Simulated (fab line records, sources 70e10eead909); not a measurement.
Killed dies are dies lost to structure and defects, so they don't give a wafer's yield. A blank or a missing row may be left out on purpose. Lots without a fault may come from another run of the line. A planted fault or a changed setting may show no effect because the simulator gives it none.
Which tool did it? | flow nand_harc | 24 lots, 72 wafers sampled, at 3 steps of a route of 1302

WHAT THE GAUGES READ, wafer by wafer
NHARC_P_BONDPAD_CD_MEAS_13.
lot  | measured     | on        | cd_nm (nm)
L074 | day 7 00:32  | cd_sem-02 | 499.5 497.7 496.8
L076 | day 7 06:20  | cd_sem-01 | 498.6 501.8 499.8
L075 | day 7 07:09  | cd_sem-01 | 500.2 500.6 500.1
L078 | day 8 07:30  | cd_sem-01 | 500.0 499.1 502.3
L077 | day 8 09:41  | cd_sem-01 | 498.7 500.8 499.4
L079 | day 9 01:13  | cd_sem-01 | 501.7 502.2 502.8
L080 | day 9 01:44  | cd_sem-03 | 500.0 501.7 500.3
L081 | day 9 17:49  | cd_sem-02 | 500.2 498.1 499.3
L082 | day 9 21:55  | cd_sem-02 | 500.1 498.8 501.7
L083 | day 10 05:05 | cd_sem-03 | 500.2 497.2 498.1
L084 | day 11 00:43 | cd_sem-02 | 500.1 501.3 500.2
L085 | day 11 04:32 | cd_sem-02 | 501.1 500.9 497.8
L086 | day 11 08:24 | cd_sem-03 | 499.2 503.6 501.2
L087 | day 12 05:02 | cd_sem-03 | 498.5 500.0 500.4
L088 | day 12 21:37 | cd_sem-03 | 502.4 500.9 499.6
L089 | day 12 23:23 | cd_sem-01 | 499.1 501.1 499.7
L090 | day 13 09:14 | cd_sem-01 | 500.5 501.8 505.2
L091 | day 13 15:15 | cd_sem-03 | 500.4 499.7 498.4
L092 | day 14 00:08 | cd_sem-03 | 502.9 499.8 500.6
L093 | day 14 15:01 | cd_sem-03 | 498.2 499.3 501.3
L094 | day 14 22:23 | cd_sem-03 | 500.0 501.4 499.7
L095 | day 15 04:52 | cd_sem-01 | 502.2 503.1 503.3
L096 | day 15 16:00 | cd_sem-01 | 499.1 499.8 498.6
L097 | day 16 08:49 | cd_sem-02 | 498.6 499.0 497.9

NHARC_A_CHANNEL_HOLE_D1_CD_MEAS_10: target cd 100 nm.
lot  | measured     | on        | cd_nm (nm)
L074 | day 8 19:23  | cd_sem-03 | 100.7 99.9 99.6
L076 | day 9 04:13  | cd_sem-02 | 99.3 99.9 99.7
L075 | day 9 02:05  | cd_sem-01 | 99.7 99.2 99.7
L078 | day 10 19:17 | cd_sem-01 | 99.9 99.4 100.1
L077 | day 10 19:09 | cd_sem-01 | 100.1 100.6 99.5
L079 | day 10 21:04 | cd_sem-01 | 99.1 99.0 100.0
L080 | day 10 21:15 | cd_sem-02 | 100.0 100.1 99.3
L081 | day 11 13:46 | cd_sem-02 | 99.9 100.6 99.9
L082 | day 11 21:31 | cd_sem-03 | 100.4 99.9 100.1
L083 | day 12 04:00 | cd_sem-02 | 100.1 100.2 99.4
L084 | day 12 21:08 | cd_sem-02 | 100.0 100.2 100.1
L085 | day 12 21:19 | cd_sem-03 | 99.3 99.9 99.8
L086 | day 13 01:34 | cd_sem-01 | 99.7 100.3 100.5
L087 | day 14 01:59 | cd_sem-01 | 100.9 100.1 100.8
L088 | day 14 15:55 | cd_sem-01 | 100.0 99.6 99.1
L089 | day 14 14:38 | cd_sem-03 | 100.5 100.7 100.8
L090 | day 15 07:33 | cd_sem-02 | 100.1 99.5 99.3
L091 | day 15 07:24 | cd_sem-03 | 99.9 101.0 100.8
L092 | day 15 19:28 | cd_sem-01 | 99.6 100.0 99.8
L093 | day 16 16:38 | cd_sem-03 | 99.8 100.2 99.7
L094 | day 16 20:26 | cd_sem-01 | 100.0 100.1 100.1
L095 | day 17 06:40 | cd_sem-02 | 100.1 100.2 100.2
L096 | day 17 20:19 | cd_sem-01 | 100.9 99.9 100.3
L097 | day 18 16:28 | cd_sem-02 | 100.3 100.2 100.0

WHICH TOOL RAN EACH LOT (tool, then ch and the chambers of the sampled wafers, then the start)
lot  | NHARC_P_BONDPAD_CMP_32
L074 | cmp-04 ch 1,3, day 6 23:20
L076 | cmp-02 ch 0,2,3, day 7 05:09
L075 | cmp-03 ch 1,2,3, day 7 05:58
L078 | cmp-02 ch 0,2, day 8 06:11
L077 | cmp-02 ch 0,2,3, day 8 08:22
L079 | cmp-02 ch 0,1,3, day 8 23:52
L080 | cmp-02 ch 0,1,2, day 9 00:24
L081 | cmp-03 ch 0,1,3, day 9 16:30
L082 | cmp-03 ch 0,1,2, day 9 20:38
L083 | cmp-04 ch 0,1,3, day 10 03:50
L084 | cmp-03 ch 0,2,3, day 10 23:22
L085 | cmp-04 ch 0,2,3, day 11 03:20
L086 | cmp-02 ch 0,1,2, day 11 07:04
L087 | cmp-02 ch 0,1,3, day 12 03:49
L088 | cmp-03 ch 0,1,3, day 12 20:19
L089 | cmp-02 ch 0,1,3, day 12 22:02
L090 | cmp-04 ch 0,2, day 13 07:55
L091 | cmp-02 ch 1,2,3, day 13 13:55
L092 | cmp-02 ch 0,2,3, day 13 22:59
L093 | cmp-02 ch 1,2,3, day 14 13:43
L094 | cmp-04 ch 1,2,3, day 14 21:10
L095 | cmp-04 ch 1,2, day 15 03:31
L096 | cmp-04 ch 1,2,3, day 15 14:39
L097 | cmp-03 ch 2,3, day 16 07:29
- NHARC_P_BONDPAD_CMP_32: polishes SiCN, target thk 200 nm.

WHAT THE TOOLS THEMSELVES READ (means of the sampled wafers that have a number; where no wafer has one, the mark that the record gives instead)
NHARC_P_BONDPAD_CMP_32.
lot  | tool   | motor_current_A (A)
L074 | cmp-04 | 12.4
L076 | cmp-02 | 12.8
L075 | cmp-03 | 13.1
L078 | cmp-02 | 13.7
L077 | cmp-02 | 13.2
L079 | cmp-02 | 12.5
L080 | cmp-02 | 13.3
L081 | cmp-03 | 12.5
L082 | cmp-03 | 13.7
L083 | cmp-04 | 11.7
L084 | cmp-03 | 12.8
L085 | cmp-04 | 11.5
L086 | cmp-02 | 12.3
L087 | cmp-02 | 12.9
L088 | cmp-03 | 12.4
L089 | cmp-02 | 12.7
L090 | cmp-04 | 11.3
L091 | cmp-02 | 11.3
L092 | cmp-02 | 12.8
L093 | cmp-02 | 11.2
L094 | cmp-04 | 11.8
L095 | cmp-04 | 12.0
L096 | cmp-04 | 11.7
L097 | cmp-03 | 13.0

THE ANSWER, worked out from the rows above alone
Rule: what is usual is taken from the lots themselves. Put in order of their means at a reading, lots are off if they are a third of the lots or fewer, leave a main group of 4 or more, and stand apart from it by a gap of 3 or more times the standard deviation of the main group's means; of several such gaps the widest counts. A main group whose means are all the same, to the digits that the tables above print for the reading, isn't used. A lot without any number at a reading at which 4 lots or more have one is off too. The other lots that the step has rows for count as sound. The gauges are gone through in route order, then the tools' own readings, and for those a lot's mean is taken as printed above. The first step at which some lot is off is used, and at that step the reading that is off furthest; a lot without a number counts as furthest.
No lot is off at any reading shown: from this, nothing can be told.

WHAT THE SIMULATOR HAD PUT IN
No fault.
